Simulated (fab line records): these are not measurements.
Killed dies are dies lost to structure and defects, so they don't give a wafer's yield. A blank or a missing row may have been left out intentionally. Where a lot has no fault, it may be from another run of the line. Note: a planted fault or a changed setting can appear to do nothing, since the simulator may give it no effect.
The tool behind it: which one? ; flow n5_finfet ; 24 lots with 72 wafers sampled at 3 steps, on a route of 1938 steps

WHAT EACH GAUGE READ, for each wafer
N5_BEOL_M10_OVL_MEAS_12. Usual: for M10_OVL the level is -0.4 nm and the standard deviation is 0.92.
lot;measured;on;M10_OVL (nm);flag
L075;day 10 17:59;overlay-02;-0.5 -0.9 0.5;
L074;day 10 18:07;overlay-02;-0.4 0.1 -0.3;
L078;day 11 12:51;overlay-02;-0.1 1.2 0.8;
L076;day 11 15:57;overlay-01;-0.4 -1.3 -0.3;
L079;day 11 19:15;overlay-02;0.5 -0.9 1.0;
L081;day 11 22:42;overlay-01;0.2 -1.1 0.2;
L077;day 12 01:16;overlay-02;0.9 0.4 0.1;
L080;day 12 01:26;overlay-01;0.4 1.0 0.7;
L082;day 12 16:38;overlay-02;-0.5 0.5 -0.6;
L083;day 12 18:19;overlay-02;-1.7 -2.9 -1.2;
L085;day 12 21:37;overlay-02;-1.0 0.3 -0.7;
L084;day 13 02:40;overlay-02;0.0 0.4 1.4;
L087;day 13 13:31;overlay-01;0.2 -0.4 0.8;
L086;day 13 18:02;overlay-01;-0.3 0.6 -0.3;
L088;day 14 01:51;overlay-01;0.0 1.5 -0.3;
L090;day 14 11:31;overlay-01;-1.9 -1.9 -1.2;
L093;day 14 19:32;overlay-01;-0.8 -1.0 -0.9;
L092;day 14 22:23;overlay-01;0.3 0.1 -0.5;
L089;day 14 22:33;overlay-01;-0.8 0.2 -1.5;
L094;day 14 22:43;overlay-01;-0.1 -0.6 0.2;
L091;day 14 23:02;overlay-01;-1.5 -1.6 -1.0;
L095;day 15 22:07;overlay-02;-0.9 -1.2 0.3;
L096;day 15 22:17;overlay-01;-0.6 -0.6 1.4;
L097;day 16 07:37;overlay-01;-1.2 -0.9 -1.4;

N5_BEOL_M10_OVL_MEAS_29. Usual: for V9_OVL the level is 0.5 nm and the standard deviation is 0.68.
lot;measured;on;V9_OVL (nm);flag
L075;day 10 20:24;overlay-01;0.4 0.2 0.4;
L074;day 10 20:33;overlay-01;2.3 1.9 0.8;
L078;day 11 14:42;overlay-01;1.7 0.4 0.9;
L076;day 11 17:31;overlay-01;0.0 0.8 1.4;
L079;day 11 20:51;overlay-02;-0.3 -0.2 1.0;
L081;day 11 23:46;overlay-02;0.3 1.1 -0.7;
L077;day 12 02:19;overlay-01;0.3 0.1 -0.6;
L080;day 12 02:26;overlay-02;0.8 -0.1 0.6;
L082;day 12 17:38;overlay-01;2.3 0.7 1.2;
L083;day 12 21:18;overlay-01;0.5 1.2 0.9;
L085;day 12 22:38;overlay-02;0.8 -0.8 1.0;
L084;day 13 04:10;overlay-01;0.0 0.2 0.5;
L087;day 13 14:27;overlay-01;1.4 0.6 1.3;
L086;day 13 19:50;overlay-01;1.8 1.5 1.3;
L088;day 14 06:12;overlay-01;-1.1 -1.1 -0.1;
L090;day 14 13:49;overlay-01;0.3 -0.9 0.0;
L093;day 14 21:11;overlay-01;-0.2 0.0 1.1;
L092;day 14 23:22;overlay-01;-0.7 -0.2 -0.4;
L089;day 14 23:36;overlay-01;-0.6 -0.3 0.2;
L094;day 15 01:38;overlay-01;0.2 0.9 -0.1;
L091;day 15 01:48;overlay-01;0.8 0.5 1.1;
L095;day 16 01:11;overlay-02;1.8 0.4 0.9;
L096;day 16 01:22;overlay-02;1.1 -0.2 0.2;
L097;day 16 10:05;overlay-02;0.0 0.7 1.0;

WHAT TOOL EACH LOT RAN ON (gives the tool, then ch and the chambers of the sampled wafers, and finally the start)
lot;N5_BEOL_M10_DESCUM_16
L075;rie_diel-05 ch 0,2,3, day 10 18:02
L074;rie_diel-05 ch 2,3, day 10 18:18
L078;rie_diel-02 ch 0,2,3, day 11 13:11
L076;rie_diel-05 ch 1,2,3, day 11 16:18
L079;rie_diel-02 ch 1,3, day 11 19:18
L081;rie_diel-05 ch 2,3, day 11 22:46
L077;rie_diel-05 ch 0,1,3, day 12 01:19
L080;rie_diel-05 ch 0,1,3, day 12 01:34
L082;rie_diel-05 ch 0,1,2, day 12 16:42
L083;rie_diel-06 ch 1,2, day 12 18:22
L085;rie_diel-02 ch 0,3, day 12 21:40
L084;rie_diel-05 ch 1,2,3, day 13 02:44
L087;rie_diel-05 ch 0,1,2, day 13 13:34
L086;rie_diel-02 ch 1,2, day 13 18:06
L088;rie_diel-06 ch 1,2,3, day 14 02:14
L090;rie_diel-05 ch 1,2,3, day 14 11:35
L093;rie_diel-05 ch 1,3, day 14 19:58
L092;rie_diel-06 ch 0,1,3, day 14 22:26
L089;rie_diel-05 ch 1,2,3, day 14 22:37
L094;rie_diel-05 ch 2,3, day 14 22:54
L091;rie_diel-02 ch 1,3, day 14 23:06
L095;rie_diel-02 ch 2,3, day 15 22:24
L096;rie_diel-05 ch 0,2,3, day 15 22:35
L097;rie_diel-06 ch 0,1,3, day 16 08:25
- N5_BEOL_M10_DESCUM_16: chemistry O2, time 7.9 s.

AS READ BY THE TOOLS THEMSELVES (means over the sampled wafers that have a number; for cases with no such wafer, the mark the record gives instead)
N5_BEOL_M10_DESCUM_16. Usual: drypump_motor_current_A 5.7 A, standard deviation 0.51; oes_product_au 0.82 a.u., standard deviation 0.076; rf_vpp_V 242.9 V, standard deviation 1.4; showerhead_plenum_p_Torr 2.09 Torr, standard deviation 0.071; throttle_valve_pct 20.38 %, standard deviation 0.15.
lot;tool;drypump_motor_current_A (A);oes_product_au (a.u.);rf_vpp_V (V);showerhead_plenum_p_Torr (Torr);throttle_valve_pct (%);flag
L075;rie_diel-05;5.8;0.84;242.7;2.09;20.40;
L074;rie_diel-05;6.0;0.88;243.0;2.10;20.50;
L078;rie_diel-02;5.6;0.73;243.8;2.10;20.31;
L076;rie_diel-05;5.8;0.90;243.1;2.12;20.42;
L079;rie_diel-02;6.1;0.70;241.0;2.07;20.53;
L081;rie_diel-05;6.2;0.85;244.6;2.16;20.41;
L077;rie_diel-05;5.5;0.86;242.5;2.05;20.43;
L080;rie_diel-05;5.5;0.86;242.2;2.05;20.43;
L082;rie_diel-05;5.8;0.85;243.0;2.10;20.33;
L083;rie_diel-06;6.1;0.88;245.5;2.21;20.46;
L085;rie_diel-02;5.8;0.72;243.2;2.06;20.33;
L084;rie_diel-05;5.9;0.87;243.7;2.11;20.45;
L087;rie_diel-05;5.8;0.84;243.0;2.10;20.33;
L086;rie_diel-02;4.9;0.73;243.4;2.15;20.25;
L088;rie_diel-06;5.9;0.87;243.7;2.15;20.39;
L090;rie_diel-05;5.9;0.86;243.4;2.11;20.46;
L093;rie_diel-05;5.5;0.88;242.1;2.07;20.48;
L092;rie_diel-06;5.4;0.85;242.5;2.08;20.35;
L089;rie_diel-05;5.9;0.84;243.2;2.11;20.47;
L094;rie_diel-05;6.0;0.84;242.8;2.09;20.56;
L091;rie_diel-02;6.1;0.89;243.2;2.06;20.30;
L095;rie_diel-02;5.3;0.81;243.9;2.13;20.23;
L096;rie_diel-05;5.9;0.79;242.3;2.08;20.45;
L097;rie_diel-06;5.3;0.83;242.5;2.08;20.39;

THE ANSWER, worked out from the rows above alone
Rule: take the mean of a lot's wafers that have a number; if it is more than 3 standard deviations from the usual mean, the lot is off. Also off: a lot with no number at a reading for which 4 or more lots have one. The other lots that the step has rows for count as sound. After the gauges, taken in route order, come the tools' own readings; for these a lot's mean is taken, as printed above. At the first step where some lot is off, the reading lying furthest off is the one used; lots without a number count as furthest.
Nothing can be told from this: no lot is off at any reading shown.

WHAT THE SIMULATOR HAD PUT IN
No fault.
